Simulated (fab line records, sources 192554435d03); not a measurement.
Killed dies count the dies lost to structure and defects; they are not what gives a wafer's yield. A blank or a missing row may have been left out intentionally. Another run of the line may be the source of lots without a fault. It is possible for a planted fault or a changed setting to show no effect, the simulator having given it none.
Chamber matching    flow n5-finfet    cmp-04 running N5_PMOS_HMC_CHANNEL_EPI_CMP_21: 4 sister chambers
The step polishes SiGe30, target thk 54 nm. 4 wafers are shown with their chamber, then 8 later ones without.

WAFERS PAIRED WITH THEIR CHAMBERS
wafer   chamber  motor-current-A (A)
L081.3  1        12.0
L083.2  2        11.7
L083.5  0        11.9
L087.3  3        10.9

WAFERS MISSING THEIR CHAMBER
wafer   motor-current-A (A)
L087.4  11.7
L087.6  13.0
L096.1  10.2
L096.2  12.7
L096.6  10.1
L097.1  12.6
L097.3  11.4
L097.5  11.6

CHAMBER TAKEN BY EACH
wafer   from the rows above                in truth
L087.4  can't be placed: 2 or 0 or 1 or 3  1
L087.6  can't be placed: 1 or 0 or 2 or 3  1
L096.1  can't be placed: 3 or 2 or 0 or 1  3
L096.2  can't be placed: 1 or 0 or 2 or 3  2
L096.6  can't be placed: 3 or 2 or 0 or 1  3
L097.1  can't be placed: 1 or 0 or 2 or 3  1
L097.3  can't be placed: 2 or 0 or 3 or 1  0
L097.5  can't be placed: 2 or 0 or 1 or 3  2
Correct placement for 0 of the 8. Not placeable from these rows: 8 (in 8, the candidates include the true chamber). Placed wrongly: 0.
How it was worked out, from the rows above alone: a wafer's distance from a chamber is the root of the sum, over the readings, of the square of ((its reading less the chamber's mean) divided by the reading's scatter). The wafer belongs to the nearest chamber; if the next one is less than 2 further off, it can't be placed. A chamber's mean is the mean of its shown wafers. The scatter: with one shown wafer a chamber, the root of the mean of the squares of how far each hidden wafer lies from its nearest shown one.
